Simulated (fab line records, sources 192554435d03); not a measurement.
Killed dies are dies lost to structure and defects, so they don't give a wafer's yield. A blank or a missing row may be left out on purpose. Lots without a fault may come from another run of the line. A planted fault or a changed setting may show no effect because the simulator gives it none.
Which tool did it? | flow n5_finfet | 12 lots, 36 wafers sampled, at 8 steps of a route of 1938

WHAT THE GAUGES READ, wafer by wafer
N5_BEOL_M9_CD_MEAS_18: pitch 140 nm, target cd 70 nm. Usual: cd_nm 70.3 nm, standard deviation 0.79.
lot  | measured     | on        | cd_nm (nm)     | flag
L739 | day 9 04:55  | cd_sem-03 | 70.6 69.9 69.8 |
L741 | day 9 19:45  | cd_sem-02 | 70.5 71.1 70.1 |
L740 | day 10 00:25 | cd_sem-03 | 70.3 70.4 70.0 |
L742 | day 10 08:11 | cd_sem-01 | 70.7 71.4 71.2 |
L743 | day 10 13:46 | cd_sem-03 | 71.7 70.8 70.0 |
L744 | day 10 19:49 | cd_sem-01 | 69.7 69.4 71.4 |
L745 | day 11 01:57 | cd_sem-03 | 69.7 70.4 70.7 |
L747 | day 11 08:23 | cd_sem-02 | 70.2 70.5 70.4 |
L749 | day 11 23:35 | cd_sem-02 | 68.8 70.1 70.3 |
L752 | day 12 21:20 | cd_sem-03 | 69.6 68.6 69.6 |
L754 | day 13 02:40 | cd_sem-02 | 71.3 69.9 70.8 |
L753 | day 13 05:32 | cd_sem-02 | 69.4 69.1 69.2 |

N5_BEOL_M9_OCD_MEAS_38. Usual: trench_depth_nm 150 nm, standard deviation 3.2.
lot  | measured     | on     | trench_depth_nm (nm) | flag
L739 | day 9 05:51  | ocd-02 | 146 151 157          |
L741 | day 9 22:45  | ocd-01 | 148 151 151          |
L740 | day 10 02:45 | ocd-02 | 150 151 152          |
L742 | day 10 11:09 | ocd-01 | 151 149 148          |
L743 | day 10 14:40 | ocd-01 | 148 149 150          |
L744 | day 10 21:22 | ocd-01 | 149 147 146          |
L745 | day 11 02:59 | ocd-02 | 146 148 149          |
L747 | day 11 09:16 | ocd-02 | 147 151 152          |
L749 | day 12 01:13 | ocd-02 | 151 150 147          |
L752 | day 12 23:44 | ocd-01 | 105 104 105          | OFF
L754 | day 13 03:43 | ocd-02 | 102 106 104          | OFF
L753 | day 13 08:20 | ocd-02 | 105 111 107          | OFF

N5_BEOL_M9_THK_MEAS_53: measures by xrf. Usual: M9_THK 139 nm, standard deviation 3.6.
lot  | measured     | on            | M9_THK (nm) | flag
L739 | day 9 09:18  | film_metro-02 | 136 140 147 |
L741 | day 10 01:14 | film_metro-02 | 134 138 138 |
L740 | day 10 05:20 | film_metro-01 | 139 139 140 |
L742 | day 10 13:51 | film_metro-02 | 138 138 135 |
L743 | day 10 18:43 | film_metro-01 | 139 137 141 |
L744 | day 11 01:41 | film_metro-01 | 138 137 135 |
L745 | day 11 05:16 | film_metro-01 | 133 137 139 |
L747 | day 11 12:14 | film_metro-01 | 138 142 144 |
L749 | day 12 03:32 | film_metro-02 | 140 141 135 |
L752 | day 13 02:11 | film_metro-01 | 93 93 93    | OFF
L754 | day 13 06:19 | film_metro-02 | 90 94 93    | OFF
L753 | day 13 10:39 | film_metro-01 | 93 100 96   | OFF

N5_BEOL_M9_RS_MEAS_57: measures by four-point-probe. Usual: M9_RS 0.153 ohm/sq, standard deviation 0.0042.
lot  | measured     | on            | M9_RS (ohm/sq)    | flag
L739 | day 9 09:26  | film_metro-02 | 0.158 0.152 0.145 |
L741 | day 10 01:22 | film_metro-02 | 0.159 0.153 0.153 |
L740 | day 10 05:28 | film_metro-02 | 0.153 0.152 0.151 |
L742 | day 10 14:01 | film_metro-02 | 0.153 0.152 0.156 |
L743 | day 10 18:52 | film_metro-01 | 0.154 0.156 0.150 |
L744 | day 11 01:52 | film_metro-01 | 0.153 0.156 0.158 |
L745 | day 11 05:24 | film_metro-01 | 0.159 0.155 0.152 |
L747 | day 11 12:23 | film_metro-02 | 0.155 0.151 0.149 |
L749 | day 12 03:41 | film_metro-02 | 0.152 0.150 0.159 |
L752 | day 13 02:19 | film_metro-02 | 0.238 0.239 0.237 | OFF
L754 | day 13 06:27 | film_metro-01 | 0.250 0.236 0.239 | OFF
L753 | day 13 10:50 | film_metro-01 | 0.239 0.220 0.233 | OFF

N5_BEOL_M15_RC_MEAS_101. Usual: COMB_M10 1.5e-11 S/m, standard deviation 3.3e-12; COMB_M11 1.46e-11 S/m, standard deviation 2.8e-12; COMB_M12 7e-12 S/m, standard deviation 1.5e-12; COMB_M13 5.4e-12 S/m, standard deviation 1.1e-12; COMB_M14 3.9e-12 S/m, standard deviation 1e-12; COMB_M15 3e-12 S/m, standard deviation 8e-13; COMB_M15_max_site 4.1e-12 S/m, standard deviation 1e-12; COMB_M5 3.6e-11 S/m, standard deviation 7.3e-12; COMB_M6 2.7e-11 S/m, standard deviation 4.4e-12; COMB_M6_max_site 3.9e-11 S/m, standard deviation 7.9e-12; COMB_M7 2.6e-11 S/m, standard deviation 5.2e-12; COMB_M8 2.7e-11 S/m, standard deviation 5.3e-12; COMB_M8_max_site 3.8e-11 S/m, standard deviation 8.7e-12; SERP_M10 3.00 ohm/um, standard deviation 0.11; SERP_M11 3.12 ohm/um, standard deviation 0.096; SERP_M12 0.636 ohm/um, standard deviation 0.021; SERP_M13 0.312 ohm/um, standard deviation 0.0068; SERP_M13_max_site 0.316 ohm/um, standard deviation 0.007; SERP_M14 0.159 ohm/um, standard deviation 0.0059; SERP_M5 39.4 ohm/um, standard deviation 1.8; SERP_M5_max_site 41.0 ohm/um, standard deviation 2; SERP_M6 13.6 ohm/um, standard deviation 0.64; SERP_M7 14.1 ohm/um, standard deviation 0.64; SERP_M8 14.0 ohm/um, standard deviation 0.79; SERP_M9 3.09 ohm/um, standard deviation 0.09; SERP_M9_max_site 3.18 ohm/um, standard deviation 0.094.
lot  | measured     | on        | COMB_M10 (S/m)          | COMB_M11 (S/m)             | COMB_M12 (S/m)          | COMB_M13 (S/m)          | COMB_M14 (S/m)          | COMB_M15 (S/m)          | COMB_M15_max_site (S/m) | COMB_M5 (S/m)           | COMB_M6 (S/m)           | COMB_M6_max_site (S/m)  | COMB_M7 (S/m)           | COMB_M8 (S/m)           | COMB_M8_max_site (S/m)  | SERP_M10 (ohm/um) | SERP_M11 (ohm/um) | SERP_M12 (ohm/um) | SERP_M13 (ohm/um) | SERP_M13_max_site (ohm/um) | SERP_M14 (ohm/um) | SERP_M5 (ohm/um) | SERP_M5_max_site (ohm/um) | SERP_M6 (ohm/um) | SERP_M7 (ohm/um) | SERP_M8 (ohm/um) | SERP_M9 (ohm/um) | SERP_M9_max_site (ohm/um) | flag
L739 | day 10 23:56 | prober-02 | 1.9e-11 1.5e-11 1e-11   | 1.37e-11 1.6e-11 1.29e-11  | 9.3e-12 7.6e-12 6.9e-12 | 7.2e-12 6.3e-12 6.1e-12 | 4.8e-12 4.3e-12 5.6e-12 | 3.9e-12 3.8e-12 3.3e-12 | 5.5e-12 4.6e-12 4.2e-12 | 3.6e-11 4.3e-11 3.6e-11 | 2.4e-11 2.5e-11 2.4e-11 | 4.4e-11 4e-11 4.2e-11   | 2.6e-11 3e-11 2.8e-11   | 3.7e-11 1.9e-11 2e-11   | 4.7e-11 2.6e-11 3e-11   | 3.03 2.94 3.08    | 3.15 3.11 3.11    | 0.589 0.614 0.644 | 0.304 0.310 0.310 | 0.308 0.313 0.313          | 0.170 0.173 0.151 | 44.0 39.9 40.5   | 44.5 41.7 42.2            | 14.0 13.7 13.4   | 14.0 14.2 14.0   | 13.8 13.8 13.6   | 3.17 3.10 3.03   | 3.31 3.25 3.07            |
L741 | day 11 17:53 | prober-01 | 1.2e-11 1.1e-11 1.2e-11 | 1.29e-11 1.09e-11 1.05e-11 | 4.4e-12 7.4e-12 4.1e-12 | 5.5e-12 5.5e-12 4e-12   | 2.4e-12 2.9e-12 2e-12   | 1.8e-12 2e-12 2.4e-12   | 3e-12 3.3e-12 3.1e-12   | 2.8e-11 2.7e-11 3e-11   | 2.3e-11 1.8e-11 2.6e-11 | 3.3e-11 2.3e-11 3.4e-11 | 3.3e-11 2.4e-11 3.1e-11 | 2.5e-11 2.5e-11 1.8e-11 | 3.8e-11 3.5e-11 2.4e-11 | 3.12 2.77 2.86    | 3.04 3.26 3.12    | 0.648 0.676 0.650 | 0.306 0.311 0.307 | 0.310 0.314 0.311          | 0.152 0.154 0.164 | 39.3 41.2 39.7   | 40.1 42.6 40.6            | 13.6 14.4 13.1   | 14.3 14.5 13.3   | 14.8 13.6 14.1   | 3.19 3.03 3.16   | 3.26 3.14 3.21            |
L740 | day 11 22:00 | prober-02 | 1.2e-11 1.4e-11 1.3e-11 | 1.46e-11 1.5e-11 1.14e-11  | 7.2e-12 8.6e-12 9.6e-12 | 5e-12 7e-12 6.2e-12     | 4.8e-12 4.7e-12 5.3e-12 | 3.4e-12 3.9e-12 3.3e-12 | 3.8e-12 4.8e-12 4.5e-12 | 3.3e-11 3.4e-11 3.3e-11 | 2.4e-11 3e-11 2.9e-11   | 3e-11 3.8e-11 3.9e-11   | 2.2e-11 3.6e-11 2.3e-11 | 2.7e-11 2.7e-11 3.2e-11 | 3.5e-11 4.2e-11 4.4e-11 | 3.06 2.99 3.08    | 3.13 3.11 3.17    | 0.619 0.657 0.631 | 0.315 0.307 0.301 | 0.319 0.312 0.303          | 0.151 0.169 0.152 | 38.3 40.9 36.8   | 39.9 41.3 38.1            | 13.9 12.9 13.3   | 14.3 14.3 14.6   | 15.1 14.0 14.7   | 3.12 3.11 3.07   | 3.19 3.19 3.13            |
L742 | day 12 08:46 | prober-01 | 1.7e-11 1.2e-11 1.6e-11 | 1.48e-11 1.34e-11 1.3e-11  | 6e-12 6.8e-12 4.9e-12   | 4.8e-12 4e-12 5.4e-12   | 4.6e-12 4.4e-12 2.6e-12 | 2.1e-12 1.7e-12 2.1e-12 | 4e-12 2.4e-12 3.2e-12   | 4.2e-11 3e-11 3e-11     | 2.9e-11 2.7e-11 3.9e-11 | 4.7e-11 3.8e-11 5.7e-11 | 2.4e-11 2.2e-11 1.6e-11 | 2.5e-11 2.2e-11 2.2e-11 | 3e-11 2.9e-11 3.8e-11   | 3.11 2.93 3.08    | 3.08 3.26 3.01    | 0.644 0.623 0.642 | 0.313 0.308 0.310 | 0.316 0.311 0.315          | 0.151 0.149 0.153 | 35.7 39.4 40.1   | 36.4 40.4 40.9            | 12.9 14.8 13.1   | 13.6 14.6 14.2   | 14.1 14.6 14.2   | 3.06 2.95 3.07   | 3.17 3.19 3.24            |
L743 | day 12 18:26 | prober-02 | 1.5e-11 1.5e-11 1.3e-11 | 1.67e-11 1.66e-11 1.63e-11 | 8.3e-12 8.6e-12 6.9e-12 | 5.5e-12 4.8e-12 6.5e-12 | 6.8e-12 4.7e-12 3.9e-12 | 3.4e-12 3.4e-12 3.4e-12 | 4.2e-12 4.2e-12 4.5e-12 | 3.2e-11 3.2e-11 3e-11   | 2.4e-11 3e-11 2.6e-11   | 3e-11 4.7e-11 3.8e-11   | 2.6e-11 2e-11 2.6e-11   | 2.4e-11 2.2e-11 2.6e-11 | 3.6e-11 2.9e-11 3.1e-11 | 3.13 2.82 3.06    | 3.14 3.24 3.14    | 0.643 0.646 0.600 | 0.314 0.315 0.324 | 0.315 0.317 0.327          | 0.157 0.161 0.167 | 40.4 39.3 38.3   | 41.8 40.2 40.8            | 13.0 13.7 14.1   | 12.7 13.4 13.5   | 12.8 14.1 13.5   | 2.97 3.12 3.06   | 3.14 3.18 3.10            |
L744 | day 12 19:16 | prober-01 | 1.6e-11 1.4e-11 1.3e-11 | 1.23e-11 1.78e-11 8.7e-12  | 6.3e-12 6e-12 5.1e-12   | 4.9e-12 4.9e-12 3.5e-12 | 2.2e-12 3.6e-12 4.6e-12 | 1.8e-12 3e-12 2.6e-12   | 2.4e-12 3.8e-12 4.9e-12 | 2.1e-11 2.9e-11 3.5e-11 | 2.7e-11 2.6e-11 2.4e-11 | 3.9e-11 3.7e-11 2.7e-11 | 2.5e-11 3.1e-11 2e-11   | 2.8e-11 2.7e-11 2.1e-11 | 3.3e-11 3.4e-11 2.6e-11 | 2.93 2.84 3.09    | 3.05 3.24 3.11    | 0.633 0.642 0.639 | 0.310 0.311 0.312 | 0.313 0.314 0.313          | 0.158 0.171 0.172 | 39.3 40.5 38.6   | 42.3 42.3 39.7            | 14.5 13.5 12.5   | 14.5 15.1 13.1   | 13.3 14.1 14.3   | 3.09 3.20 3.12   | 3.21 3.26 3.20            |
L745 | day 13 03:22 | prober-01 | 1.1e-11 1.2e-11 1.3e-11 | 1.72e-11 1.73e-11 1.95e-11 | 4.6e-12 6.6e-12 5.8e-12 | 3.4e-12 4.6e-12 4.6e-12 | 3.1e-12 2.8e-12 3.5e-12 | 2.9e-12 3e-12 3.4e-12   | 4e-12 3.9e-12 5.6e-12   | 3.8e-11 4.2e-11 2.8e-11 | 2.4e-11 3e-11 2.3e-11   | 2.8e-11 3.7e-11 2.9e-11 | 1.8e-11 2.9e-11 2.2e-11 | 3e-11 3e-11 1.9e-11     | 3.7e-11 4.3e-11 2.8e-11 | 2.90 3.16 2.98    | 2.91 2.98 3.08    | 0.594 0.646 0.607 | 0.305 0.304 0.305 | 0.309 0.307 0.309          | 0.151 0.149 0.161 | 42.2 38.7 41.2   | 44.1 40.1 43.2            | 13.7 13.8 13.3   | 14.2 15.3 13.9   | 13.1 13.3 13.3   | 3.23 3.09 3.09   | 3.32 3.14 3.15            |
L747 | day 13 04:01 | prober-02 | 1.3e-11 1.6e-11 2e-11   | 1.91e-11 1.35e-11 1.32e-11 | 7.6e-12 6.7e-12 6.2e-12 | 5.7e-12 5e-12 5.3e-12   | 4.6e-12 4.9e-12 5e-12   | 3.3e-12 3.6e-12 3.3e-12 | 4.3e-12 4.1e-12 4.8e-12 | 3.7e-11 3.6e-11 3e-11   | 3.2e-11 2.8e-11 2.6e-11 | 3.9e-11 3.8e-11 5e-11   | 2.9e-11 2.2e-11 3.6e-11 | 2.9e-11 3.7e-11 3.5e-11 | 4.5e-11 4.5e-11 4.4e-11 | 2.98 3.11 3.20    | 3.00 3.07 3.08    | 0.619 0.646 0.615 | 0.316 0.311 0.324 | 0.318 0.314 0.328          | 0.168 0.164 0.163 | 42.5 43.7 41.3   | 44.4 45.9 42.1            | 14.5 14.3 13.8   | 13.8 14.4 13.8   | 14.7 14.3 14.2   | 3.08 2.98 2.97   | 3.26 3.08 3.05            |
L749 | day 13 20:14 | prober-02 | 1.4e-11 1.8e-11 1.6e-11 | 1.14e-11 1.41e-11 1.2e-11  | 8.4e-12 6.7e-12 7e-12   | 4.4e-12 6.3e-12 6.7e-12 | 3.6e-12 4.2e-12 4e-12   | 3.9e-12 4.8e-12 3.4e-12 | 4.6e-12 5.9e-12 3.9e-12 | 4.2e-11 5.5e-11 3.9e-11 | 3.7e-11 2.8e-11 3.6e-11 | 5.7e-11 3e-11 4.4e-11   | 2.4e-11 2e-11 2.8e-11   | 2.7e-11 3.1e-11 3e-11   | 3.9e-11 4.3e-11 3.3e-11 | 3.17 2.92 2.96    | 3.08 3.11 3.16    | 0.616 0.646 0.627 | 0.311 0.323 0.302 | 0.314 0.327 0.305          | 0.158 0.172 0.157 | 37.0 36.1 38.3   | 40.1 37.2 39.6            | 13.1 16.0 13.7   | 13.0 14.2 13.4   | 13.4 15.4 13.4   | 3.14 2.97 3.19   | 3.20 3.29 3.33            |
L752 | day 15 05:51 | prober-01 | 1.7e-11 1.6e-11 1.4e-11 | 1.46e-11 1.98e-11 1.25e-11 | 5.6e-12 6.8e-12 6.6e-12 | 3.6e-12 3.8e-12 3.3e-12 | 3.6e-12 2.8e-12 3e-12   | 2.6e-12 2.1e-12 2e-12   | 3.6e-12 3.9e-12 2.3e-12 | 3.8e-11 3.9e-11 3.2e-11 | 2.1e-11 2.2e-11 2.6e-11 | 3.4e-11 3.6e-11 3.2e-11 | 2.3e-11 2.4e-11 2.6e-11 | 2.6e-11 2.8e-11 2.8e-11 | 3e-11 3.7e-11 3.4e-11   | 2.89 2.95 2.90    | 3.04 2.98 3.10    | 0.650 0.628 0.623 | 0.323 0.310 0.319 | 0.326 0.314 0.321          | 0.170 0.158 0.161 | 39.9 42.2 41.1   | 41.1 44.9 43.5            | 13.9 12.9 12.9   | 14.8 14.9 14.1   | 13.6 14.1 12.4   | 4.82 4.94 4.86   | 5.01 5.30 5.03            | OFF
L754 | day 15 13:43 | prober-01 | 1.2e-11 1.3e-11 1e-11   | 1.55e-11 1.99e-11 1.61e-11 | 6.3e-12 6.8e-12 7.1e-12 | 3.7e-12 5.5e-12 4.3e-12 | 2.6e-12 2.6e-12 3.3e-12 | 2e-12 2.4e-12 2.3e-12   | 3.2e-12 3.3e-12 4.3e-12 | 2.8e-11 3e-11 3.9e-11   | 2.4e-11 2.9e-11 2.3e-11 | 3.6e-11 6.4e-11 2.7e-11 | 2.2e-11 2.4e-11 2.2e-11 | 3e-11 2.6e-11 2.7e-11   | 4.4e-11 3.5e-11 3.3e-11 | 2.97 3.12 2.83    | 3.14 3.12 3.08    | 0.615 0.612 0.653 | 0.309 0.316 0.303 | 0.313 0.321 0.306          | 0.155 0.158 0.157 | 39.3 40.4 36.4   | 40.0 41.7 37.5            | 13.4 14.3 14.2   | 14.6 14.6 13.4   | 14.4 14.4 14.0   | 4.96 4.80 4.71   | 5.02 4.87 4.84            | OFF
L753 | day 15 09:57 | prober-01 | 1.5e-11 1.1e-11 1.9e-11 | 1.56e-11 1.24e-11 1.53e-11 | 4.6e-12 6e-12 5.8e-12   | 4.3e-12 5.1e-12 6.2e-12 | 2.8e-12 3.4e-12 2.2e-12 | 2.4e-12 1.8e-12 3.2e-12 | 3.8e-12 2.6e-12 5.4e-12 | 3.8e-11 2.9e-11 4.2e-11 | 3e-11 2.2e-11 2.7e-11   | 4.7e-11 3.4e-11 3e-11   | 2.1e-11 2.7e-11 2.8e-11 | 2.4e-11 2e-11 2e-11     | 3.5e-11 3.4e-11 3e-11   | 2.95 2.91 2.86    | 3.08 3.16 3.14    | 0.663 0.664 0.643 | 0.304 0.323 0.303 | 0.307 0.326 0.304          | 0.157 0.156 0.158 | 39.9 39.8 41.1   | 41.7 43.5 43.6            | 13.8 14.0 14.1   | 14.5 14.4 14.0   | 13.6 13.5 13.7   | 4.91 4.54 4.81   | 5.05 4.72 4.89            | OFF

WHICH TOOL RAN EACH LOT (tool, then ch and the chambers of the sampled wafers, then the start)
lot  | N5_BEOL_M9_ETCH_66                 | N5_BEOL_M9_TRENCH_ETCH_37          | N5_BEOL_M9_CURE_72
L739 | rie_diel-06 ch 0,1,2, day 9 05:28  | rie_diel-06 ch 0,1,2, day 9 05:40  | uv_cure-03 ch 2, day 9 06:02
L741 | rie_diel-06 ch 0,1,3, day 9 22:22  | rie_diel-06 ch 0,1,3, day 9 22:35  | uv_cure-03 ch 0, day 9 22:57
L740 | rie_diel-06 ch 0,3, day 10 02:22   | rie_diel-06 ch 0,3, day 10 02:34   | uv_cure-02 ch 2, day 10 03:02
L742 | rie_diel-05 ch 0,2, day 10 10:46   | rie_diel-05 ch 0,2, day 10 10:58   | uv_cure-02 ch 1, day 10 11:21
L743 | rie_diel-02 ch 0,3, day 10 14:17   | rie_diel-02 ch 0,3, day 10 14:29   | uv_cure-01 ch 1, day 10 14:55
L744 | rie_diel-02 ch 2,3, day 10 20:59   | rie_diel-02 ch 2,3, day 10 21:11   | uv_cure-01 ch 2, day 10 21:34
L745 | rie_diel-02 ch 0,1,2, day 11 02:36 | rie_diel-02 ch 0,1,2, day 11 02:49 | uv_cure-02 ch 0, day 11 03:11
L747 | rie_diel-02 ch 0,2,3, day 11 08:53 | rie_diel-02 ch 0,2,3, day 11 09:05 | uv_cure-02 ch 1, day 11 09:28
L749 | rie_diel-02 ch 0,2,3, day 12 00:50 | rie_diel-02 ch 0,2,3, day 12 01:03 | uv_cure-01 ch 2, day 12 01:29
L752 | rie_diel-05 ch 0,1,2, day 12 23:22 | rie_diel-05 ch 0,1,2, day 12 23:34 | uv_cure-02 ch 2, day 12 23:56
L754 | rie_diel-02 ch 0,2,3, day 13 03:20 | rie_diel-02 ch 0,2,3, day 13 03:32 | uv_cure-01 ch 0, day 13 04:01
L753 | rie_diel-06 ch 0,1,2, day 13 07:58 | rie_diel-06 ch 0,1,2, day 13 08:10 | uv_cure-03 ch 0, day 13 08:32
- N5_BEOL_M9_ETCH_66: etches SOC in N2/H2, target depth 80 nm, overetch 16 nm, time 120 s.
- N5_BEOL_M9_TRENCH_ETCH_37: etches SiCOH lowk in C4F6/O2, target depth 151.43 nm, time 49 s.
- N5_BEOL_M9_CURE_72: cures SiCOH lowk, time 120 s.

WHAT THE TOOLS THEMSELVES READ (means of the sampled wafers that have a number; where no wafer has one, the mark that the record gives instead)
N5_BEOL_M9_ETCH_66. Usual: drypump_motor_current_A 5.5 A, standard deviation 0.41; oes_product_au 0.60 a.u., standard deviation 0.05; rf_vpp_V 523.9 V, standard deviation 2.8; run_length_s 143.5 s, standard deviation 0.57; showerhead_plenum_p_Torr 2.54 Torr, standard deviation 0.1; throttle_valve_pct 17.73 %, standard deviation 0.23.
lot  | tool        | drypump_motor_current_A (A) | oes_product_au (a.u.) | rf_vpp_V (V) | run_length_s (s) | showerhead_plenum_p_Torr (Torr) | throttle_valve_pct (%) | flag
L739 | rie_diel-06 | 5.3                         | 0.61                  | 525.1        | 143.3            | 2.59                            | 17.65                  |
L741 | rie_diel-06 | 5.4                         | 0.61                  | 522.0        | 143.5            | 2.47                            | 17.57                  |
L740 | rie_diel-06 | 5.7                         | 0.67                  | 522.0        | 143.0            | 2.51                            | 17.48                  |
L742 | rie_diel-05 | 5.7                         | 0.63                  | 525.3        | 143.7            | 2.62                            | 17.73                  |
L743 | rie_diel-02 | 5.2                         | 0.56                  | 524.8        | 143.4            | 2.56                            | 17.80                  |
L744 | rie_diel-02 | 5.8                         | 0.55                  | 525.0        | 143.7            | 2.55                            | 17.98                  |
L745 | rie_diel-02 | 5.7                         | 0.56                  | 522.6        | 143.2            | 2.48                            | 17.69                  |
L747 | rie_diel-02 | 5.5                         | 0.56                  | 524.2        | 143.4            | 2.55                            | 17.89                  |
L749 | rie_diel-02 | 5.5                         | 0.55                  | 523.8        | 143.4            | 2.55                            | 17.90                  |
L752 | rie_diel-05 | 5.7                         | 0.63                  | 525.8        | 143.4            | 2.62                            | 17.87                  |
L754 | rie_diel-02 | 5.5                         | 0.56                  | 524.4        | 143.4            | 2.55                            | 17.92                  |
L753 | rie_diel-06 | 5.3                         | 0.65                  | 525.2        | 143.1            | 2.58                            | 17.56                  |

N5_BEOL_M9_TRENCH_ETCH_37. Usual: drypump_motor_current_A 5.5 A, standard deviation 0.41; oes_product_au 0.78 a.u., standard deviation 0.067; rf_vpp_V 652 V, standard deviation 21; run_length_s 72.5 s, standard deviation 0.56; showerhead_plenum_p_Torr 2.85 Torr, standard deviation 0.096; throttle_valve_pct 20.85 %, standard deviation 0.15.
lot  | tool        | drypump_motor_current_A (A) | oes_product_au (a.u.) | rf_vpp_V (V) | run_length_s (s) | showerhead_plenum_p_Torr (Torr) | throttle_valve_pct (%) | flag
L739 | rie_diel-06 | 5.3                         | 0.81                  | 650          | 72.2             | 2.90                            | 20.80                  |
L741 | rie_diel-06 | 5.4                         | 0.79                  | 644          | 72.5             | 2.78                            | 20.78                  |
L740 | rie_diel-06 | 5.7                         | 0.87                  | 659          | 72.0             | 2.81                            | 20.67                  |
L742 | rie_diel-05 | 5.7                         | 0.81                  | 673          | 72.7             | 2.90                            | 20.76                  |
L743 | rie_diel-02 | 5.2                         | 0.72                  | 672          | 72.4             | 2.88                            | 20.98                  |
L744 | rie_diel-02 | 5.7                         | 0.72                  | 640          | 72.5             | 2.85                            | 20.97                  |
L745 | rie_diel-02 | 5.6                         | 0.72                  | 651          | 72.6             | 2.80                            | 20.93                  |
L747 | rie_diel-02 | 5.5                         | 0.72                  | 654          | 72.6             | 2.86                            | 20.99                  |
L749 | rie_diel-02 | 5.5                         | 0.72                  | 656          | 72.7             | 2.86                            | 21.00                  |
L752 | rie_diel-05 | 5.6                         | 0.81                  | 666          | 61.1             | 2.91                            | 20.90                  | OFF
L754 | rie_diel-02 | 5.5                         | 0.71                  | 656          | 60.7             | 2.86                            | 21.01                  | OFF
L753 | rie_diel-06 | 5.3                         | 0.87                  | 649          | 60.4             | 2.89                            | 20.74                  | OFF

N5_BEOL_M9_CURE_72. Usual: lamp_power_pct 52.32 %, standard deviation 0.058; wafer_temp_C_max 371.6, standard deviation 0.49.
lot  | tool       | lamp_power_pct (%) | wafer_temp_C_max | flag
L739 | uv_cure-03 | 52.30              | 371.5            |
L741 | uv_cure-03 | 52.28              | 371.1            |
L740 | uv_cure-02 | 52.29              | 372.1            |
L742 | uv_cure-02 | 52.34              | 371.2            |
L743 | uv_cure-01 | 52.31              | 371.1            |
L744 | uv_cure-01 | 52.32              | 371.8            |
L745 | uv_cure-02 | 52.35              | 371.3            |
L747 | uv_cure-02 | 52.33              | 371.0            |
L749 | uv_cure-01 | 52.35              | 372.2            |
L752 | uv_cure-02 | 52.35              | 372.3            |
L754 | uv_cure-01 | 52.27              | 371.7            |
L753 | uv_cure-03 | 52.28              | 371.7            |

THE ANSWER, worked out from the rows above alone
Rule: a lot is off if the mean of its wafers that have a number lies more than 3 standard deviations from the usual mean. A lot without any number at a reading at which 4 lots or more have one is off too. The other lots that the step has rows for count as sound. The gauges are gone through in route order, then the tools' own readings, and for those a lot's mean is taken as printed above. The first step at which some lot is off is used, and at that step the reading that is off furthest; a lot without a number counts as furthest.
Off: L752, L754, L753, at N5_BEOL_M9_OCD_MEAS_38 (trench_depth_nm).
A tool fits if, at a process step before that reading, it ran every lot that is off, and no sound lot after the first of them. The gauges at N5_BEOL_M9_OCD_MEAS_38 aren't tried: what is off there is off at N5_BEOL_M9_THK_MEAS_53 too, on other tools, and a gauge's error can't cause that. None of those tried fits.

WHAT THE SIMULATOR HAD PUT IN
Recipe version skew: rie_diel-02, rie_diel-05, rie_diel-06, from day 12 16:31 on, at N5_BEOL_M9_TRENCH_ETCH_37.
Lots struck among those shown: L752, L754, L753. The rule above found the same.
